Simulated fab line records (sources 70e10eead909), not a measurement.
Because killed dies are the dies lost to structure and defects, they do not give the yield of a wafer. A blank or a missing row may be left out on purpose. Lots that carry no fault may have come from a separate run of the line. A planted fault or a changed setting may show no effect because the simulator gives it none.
Chamber matching ; flow nandHarc ; NHARC_A_CONTACT_CMP_20 on cmp-01 has 4 sister chambers
The step polishes, t overpolish 30 s, target thk 300 nm. 4 wafers are shown with their chamber, then 11 later ones without.

== WAFERS PAIRED WITH THEIR CHAMBERS ==
wafer;chamber;motorCurrentA (A)
L084.3;1;12.1
L084.5;2;11.9
L085.6;3;13.8
L091.1;0;11.1

== WAFERS MISSING THEIR CHAMBER ==
wafer;motorCurrentA (A)
L091.2;12.0
L091.5;13.0
L093.1;12.2
L093.3;13.3
L093.6;13.6
L096.2;13.4
L096.4;11.2
L096.6;13.6
L097.1;13.2
L097.3;11.6
L097.5;11.6

== EACH ONE'S CHAMBER ==
wafer;from the rows above;in truth
L091.2;can't be placed: 1 or 2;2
L091.5;can't be placed: 3 or 1 or 2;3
L093.1;can't be placed: 1 or 2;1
L093.3;can't be placed: 3 or 1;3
L093.6;3;3
L096.2;3;3
L096.4;can't be placed: 0 or 2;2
L096.6;3;3
L097.1;can't be placed: 3 or 1 or 2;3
L097.3;can't be placed: 2 or 0 or 1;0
L097.5;can't be placed: 2 or 0 or 1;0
Placed correctly: 3 of 11. Not placeable from these rows: 8 (in 8, the candidates include the true chamber). Number placed wrongly: 0.
How it was worked out, from the rows above alone: a wafer's distance from a chamber is the root of the sum, over the readings, of the square of ((its reading less the chamber's mean) divided by the reading's scatter). If the next closest chamber is less than 2 further off than the closest, the wafer can't be placed; otherwise it belongs to the closest. Each chamber's mean is taken over the wafers shown for it. The scatter: with one shown wafer a chamber, the root of the mean of the squares of how far each hidden wafer lies from its nearest shown one.
